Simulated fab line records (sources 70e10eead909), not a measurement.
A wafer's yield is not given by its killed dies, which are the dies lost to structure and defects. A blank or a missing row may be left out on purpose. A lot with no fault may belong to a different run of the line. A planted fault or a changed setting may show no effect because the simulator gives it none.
Which of the tools did it? ; flow nand harc ; Sampling: 6 lots, 18 wafers, 4 of 1159 route steps

== WHAT EACH GAUGE READ, for each wafer ==
NHARC_P_CONTACT_CD_MEAS_12: target cd 90 nm.
lot;measured;on;cd nm (nm)
L934;day 6 03:47;cd sem-02;89.7 90.5 91.4
L937;day 6 18:51;cd sem-02;89.4 89.6 89.6
L939;day 7 04:32;cd sem-03;91.6 90.4 90.6
L941;day 7 23:22;cd sem-02;89.6 90.4 90.3
L946;day 8 21:31;cd sem-02;90.2 91.0 90.2
L945;day 9 03:37;cd sem-03;92.1 92.8 92.5

== WHICH TOOL RAN EACH LOT (tool, then ch and the chambers of the sampled wafers, then the start) ==
lot;NHARC_P_CONTACT_DEP_30;NHARC_P_CONTACT_CMP_01;NHARC_P_CONTACT_EXPOSE_09
L934;pecvd-02 ch 0,2, day 6 02:22;cmp-03 ch 0,1,3, day 6 03:08;arfi scanner-02 ch 0, day 6 03:38
L937;pecvd-02 ch 0,1,2, day 6 17:23;cmp-03 ch 0,1, day 6 18:05;arfi scanner-02 ch 0, day 6 18:42
L939;pecvd-02 ch 0,1, day 7 03:06;cmp-04 ch 2,3, day 7 03:49;arfi scanner-02 ch 0, day 7 04:23
L941;pecvd-01 ch 1,2, day 7 21:49;cmp-04 ch 0,1,2, day 7 22:31;arfi scanner-02 ch 0, day 7 23:13
L946;pecvd-02 ch 0,1, day 8 20:01;cmp-02 ch 0,2, day 8 20:41;arfi scanner-01 ch 0, day 8 21:23
L945;pecvd-03 ch 0,1, day 9 02:05;cmp-02 ch 0,1,3, day 9 02:47;arfi scanner-01 ch 0, day 9 03:29
- NHARC_P_CONTACT_DEP_30: deposits SiNx, target thk 30 nm.
- NHARC_P_CONTACT_CMP_01: polishes SiO2, target thk 200 nm.
- NHARC_P_CONTACT_EXPOSE_09: exposes mask P CA, target cd 90 nm.

== THE ANSWER, worked out from the rows above alone ==
Rule: the usual values come from the lots themselves. Put in order of their means at a reading, lots are off if they are a third of the lots or fewer, leave a main group of 4 or more, and stand apart from it by a gap of 3 or more times the standard deviation of the main group's means; of several such gaps the widest counts. The tables above print the reading to a certain number of digits; a main group whose means all agree to those digits is not used. Also off: a lot with no number at a reading for which 4 or more lots have one. Any other lot the step has rows for is counted as sound.
Off: L945, at NHARC_P_CONTACT_CD_MEAS_12 (cd nm). For the main group the mean is 90.3 nm and the standard deviation 0.45.
A tool fits if, at a process step before that reading, it ran every lot that is off, and no sound lot after the first of them. Those tools and the gauges at NHARC_P_CONTACT_CD_MEAS_12 are tried in the same way. Can't be told from this: 4 tools fit, pecvd-03 at NHARC_P_CONTACT_DEP_30, cmp-02 at NHARC_P_CONTACT_CMP_01, arfi scanner-01 at NHARC_P_CONTACT_EXPOSE_09, cd sem-03 at NHARC_P_CONTACT_CD_MEAS_12.

== WHAT HAD BEEN PUT IN BY THE SIMULATOR ==
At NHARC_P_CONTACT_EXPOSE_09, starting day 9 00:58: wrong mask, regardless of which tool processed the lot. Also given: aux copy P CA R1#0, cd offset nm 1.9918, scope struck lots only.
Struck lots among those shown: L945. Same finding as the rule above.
